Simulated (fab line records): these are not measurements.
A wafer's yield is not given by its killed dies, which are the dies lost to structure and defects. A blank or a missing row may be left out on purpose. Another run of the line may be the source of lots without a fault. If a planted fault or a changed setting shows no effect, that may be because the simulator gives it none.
Lot-split experiment | flow n5-finfet | 7 lots, 21 wafers read, on a route of 1938 steps

ABOUT THE SPLIT
At N5_BEOL_M2_EXPOSE_25 (exposes mask V1, defocus 5 nm), the setting dose-mj was moved away from the recipe's 63 on 7 of the 21 wafers read, by -5.4% to +5.7%. All remaining wafers had this setting at the recipe value.

FROM THE SPLIT TO THE READING: what the file shows between them, 2 steps
- N5_BEOL_M2_PEB_26: peb time 60 s
- N5_BEOL_M2_DEVELOP_27: develop time 30 s

THE READING
cd-nm, in nm, at N5_BEOL_M2_CD_MEAS_28 (target cd 26.2 nm, target cd y 24.1 nm). Fault-free wafers of this fab line usually give 26.17 nm, standard deviation 0.24 nm.

wafer  | tool, chamber at the split | dose-mj as run | against the recipe | cd-nm, nm | against lot-mates on the recipe
L075.2 | euv-scanner-02, 0          | 59.61          | -5.4%              | 25.27     | -1.07
L075.3 | euv-scanner-02, 0          | 63             | recipe             | 26.35     | -
L075.6 | euv-scanner-02, 0          | 63             | recipe             | 26.34     | -
L077.1 | euv-scanner-02, 0          | 63             | recipe             | 26.34     | -
L077.4 | euv-scanner-02, 0          | 63             | recipe             | 26.36     | -
L077.5 | euv-scanner-02, 0          | 63             | recipe             | 26.16     | -
L082.2 | euv-scanner-01, 0          | 66.01          | +4.8%              | 27.04     | +0.68
L082.4 | euv-scanner-01, 0          | 66.01          | +4.8%              | 27.07     | +0.71
L082.5 | euv-scanner-01, 0          | 63             | recipe             | 26.36     | -
L083.2 | euv-scanner-02, 0          | 66.62          | +5.7%              | 27.43     | +1.21
L083.3 | euv-scanner-02, 0          | 63             | recipe             | 26.22     | -
L083.6 | euv-scanner-02, 0          | 66.62          | +5.7%              | 27.22     | +1.00
L088.1 | euv-scanner-01, 0          | 63             | recipe             | 26.39     | -
L088.2 | euv-scanner-01, 0          | 63             | recipe             | 26.24     | -
L088.6 | euv-scanner-01, 0          | 65.37          | +3.8%              | 26.86     | +0.55
L089.1 | euv-scanner-02, 0          | 63             | recipe             | 26.19     | -
L089.3 | euv-scanner-02, 0          | 63             | recipe             | 26.12     | -
L089.4 | euv-scanner-02, 0          | 63             | recipe             | 26.10     | -
L097.2 | euv-scanner-02, 0          | 63             | recipe             | 26.43     | -
L097.4 | euv-scanner-02, 0          | 63             | recipe             | 26.24     | -
L097.5 | euv-scanner-02, 0          | 61.37          | -2.6%              | 25.76     | -0.57

THE FIT
A straight line over all 21 wafers: cd-nm changes by +0.178 nm for each +1% of dose-mj; r = +0.98; the points scatter about the line by 0.1 nm.
The same after taking each lot's own level away (the mean of its wafers on the recipe; 21 wafers): +0.18 nm for each +1%; r = +0.98; scatter 0.095 nm.
Per that fit: largest dose-mj move, reading shift of 1 nm.
The lots' own levels span 26.137 to 26.360 nm, that is 0.9 times the standard deviation above.
Hence the lot-to-lot level has little effect on the slope; both slopes agree.
Check: +0.955 nm against its lot-mates is what the line predicts for one of the wafers moved furthest among these (+5.7%) when that wafer is left out of the fit. It came out at +1.21 nm against them.

FILE'S OWN FIT
cd-nm changes by +0.179 nm for each +1% of dose-mj, r = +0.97.
